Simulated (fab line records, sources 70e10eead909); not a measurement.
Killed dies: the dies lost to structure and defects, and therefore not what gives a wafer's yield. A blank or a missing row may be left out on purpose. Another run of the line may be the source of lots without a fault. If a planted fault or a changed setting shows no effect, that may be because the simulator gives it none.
Struck lot and sound lot, side by side | flow nand-harc | 17 steps out of a route of 1159
Sound: wafers L437.3, L437.4, L437.5. Wafers L439.2, L439.6 were the ones struck. At the end, the cause is stated.
At each step with rows: each side's tool, then ch and its chambers, then its first start. Under that, the readings that differ: sound wafers | struck wafers | difference of the means | sigmas: that difference in standard deviations of wafers without a fault.
alike: readings whose means differ by less than 2 such deviations, and words and numbers that are the same on both sides. not compared: withheld readings, readings that some wafer has no value for, bounds like >300 that may hide the same value, and numbers for which the record gives no deviation and whose values overlap.
A row with sigmas, a row that says differs or no value, or rows on one side alone: a step with any of these is where the two part. Non-overlapping numbers with no deviation appear without sigmas and do not part them. Lack of a reading on every wafer of one side parts them only where that side has two or more wafers.

first, 5 steps without rows for these wafers: NHARC_P_STI_SOFTBAKE_04 (time 70 s); NHARC_P_STI_EBR_05; NHARC_P_STI_EXPOSE_06 (exposes mask P STI, target cd 200 nm); NHARC_P_STI_PEB_07 (peb time 80 s); NHARC_P_STI_DEVELOP_08 (time 50 s).
NHARC_P_STI_CD_MEAS_09 targets a cd of 200 nm.
  sound on cd-sem-02 ch 0, day 5 12:20; struck on cd-sem-01 ch 0, day 6 00:16
  alike: cd-nm
NHARC_P_STI_OVL_MEAS_10:
  struck on overlay-02, day 6 00:20; sound on overlay-01, day 5 12:25
  alike: overlay-x-nm, overlay-y-nm
NHARC_P_STI_INSPECT_11:
  struck on defect-inspect-02, day 6 00:23; sound on defect-inspect-02, day 5 12:27
  alike: raw-defect-count
then, 1 step without rows for these wafers: NHARC_P_STI_HARDBAKE_13 (time 65 s).
NHARC_P_STI_DESCUM_14: chemistry O2, time 3 s.
  sound on rie-diel-10 ch 0,1,3, day 5 12:36; struck on rie-diel-06 ch 1,3, day 6 00:32
  alike: drypump-motor-current-A, oes-product-au, rf-vpp-V, showerhead-plenum-p-Torr, throttle-valve-pct
  not compared: rf-hours-counter-h
NHARC_P_STI_ETCH_42: etches the open film in N2/H2, target depth 80 nm, overetch 24 nm, time 61 s.
  sound on rie-diel-10 ch 0,2,3, day 5 12:40; struck on rie-diel-06 ch 2,3, day 6 00:37
  alike: drypump-motor-current-A, n2-flow-sccm, oes-product-au, rf-vpp-V, showerhead-plenum-p-Torr, throttle-valve-pct
  not compared: rf-hours-counter-h
NHARC_P_STI_ETCH_31: etches the open film in CF4/CHF3, target depth 108.9 nm, time 54.5 s.
  sound: rie-diel-10 ch 1,3; struck: rie-diel-06 ch 1,3
  alike: chf3-flow-sccm, drypump-motor-current-A, oes-product-au, rf-vpp-V, showerhead-plenum-p-Torr, throttle-valve-pct
  not compared: rf-hours-counter-h
NHARC_P_STI_ETCH_15: etches the open film in HBr/Cl2, target depth 300 nm, time 100.1 s.
  sound on rie-si-03 ch 0,2, day 5 12:53; struck on rie-si-03 ch 1, day 6 00:47
  reading                           | sound             | struck      | difference | sigmas
  oes-product-au (a.u.)             | 0.988 1.008 0.992 | 1.413 1.428 | +0.425     | +33
  model.P_STI.feature-depth-nm (nm) | 298.8 301.5 299.6 | 499.3 499.3 | +199.3     |
  alike: drypump-motor-current-A, he-backside-leak-sccm, throttle-valve-pct
  not compared: rf-hours-counter-h
NHARC_P_STI_CD_MEAS_16:
  struck on cd-sem-02, day 6 00:57; sound on cd-sem-01, day 5 13:02
  alike: cd-nm
NHARC_P_STI_OCD_MEAS_17:
  struck on ocd-02, day 6 01:02; sound on ocd-01, day 5 13:07
  reading                | sound       | struck  | difference | sigmas
  trench-depth-nm (nm)   | 299 301 300 | 499 499 | +199       | +33
  trench-foot-cd-nm (nm) | 156 159 158 | 127 128 | -30        | -9
then, 1 step without rows for these wafers: NHARC_P_STI_STRIP_19 (strips in SPM, time 900 s).
-- break in the record here, with 16 days between the starts of the struck wafers on either side (left off in module P_STI, picked up again in module END, where the first step shown is number 1159 on the route) --
NHARC_END_SORT_01:
  at this point the record logs the struck wafers (prober-01 ch 0, day 22 09:10) and has no rows for the sound ones

## WHERE THEY PART
Last at NHARC_END_SORT_01 as far as this record goes, first at NHARC_P_STI_ETCH_15.

WHY: what had been put in by the simulator
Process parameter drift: rie-si-03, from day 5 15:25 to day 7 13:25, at NHARC_P_STI_ETCH_15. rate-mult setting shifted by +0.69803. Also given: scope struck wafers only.
